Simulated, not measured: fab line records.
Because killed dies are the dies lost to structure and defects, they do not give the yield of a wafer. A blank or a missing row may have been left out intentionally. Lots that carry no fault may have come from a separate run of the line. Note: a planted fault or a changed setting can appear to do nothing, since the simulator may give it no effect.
Matching of chambers	flow nandHarc	NHARC_A_STAIRCASE_DESCUM_312 on rieDiel-13 has 4 sister chambers
The step chemistry O2, time 3 s. 4 wafers are shown with their chamber, then 9 later ones without.

== WAFERS, EACH WITH ITS CHAMBER ==
wafer	chamber	showerheadPlenumPTorr (Torr)
L075.6	0	1.98
L085.1	2	1.76
L085.2	1	1.82
L085.6	3	1.87

== WAFERS WITH NO CHAMBER GIVEN ==
wafer	showerheadPlenumPTorr (Torr)
L091.1	1.87
L091.4	1.97
L091.5	2.07
L095.2	1.96
L095.3	2.07
L095.4	1.86
L096.4	1.86
L096.5	1.81
L096.6	2.07

== THE CHAMBER EACH PASSED THROUGH ==
wafer	from the rows above	in truth
L091.1	can't be placed: 3 or 1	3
L091.4	can't be placed: 0 or 3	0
L091.5	0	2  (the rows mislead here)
L095.2	can't be placed: 0 or 3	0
L095.3	0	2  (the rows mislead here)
L095.4	can't be placed: 3 or 1 or 2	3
L096.4	can't be placed: 3 or 1 or 2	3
L096.5	can't be placed: 1 or 2 or 3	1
L096.6	0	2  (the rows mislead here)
0 of 9 placed correctly. Cannot be placed on the basis of these rows: 6; the candidates contain the true chamber in 6. Placed wrongly: 3.
How it was worked out, from the rows above alone: a wafer's distance from a chamber is the root of the sum, over the readings, of the square of ((its reading less the chamber's mean) divided by the reading's scatter). If the next closest chamber is less than 2 further off than the closest, the wafer can't be placed; otherwise it belongs to the closest. The mean given for a chamber averages the wafers shown for that chamber. The scatter (one wafer shown for each chamber): square how far every hidden wafer sits from the nearest shown wafer, average those squares and take the square root.
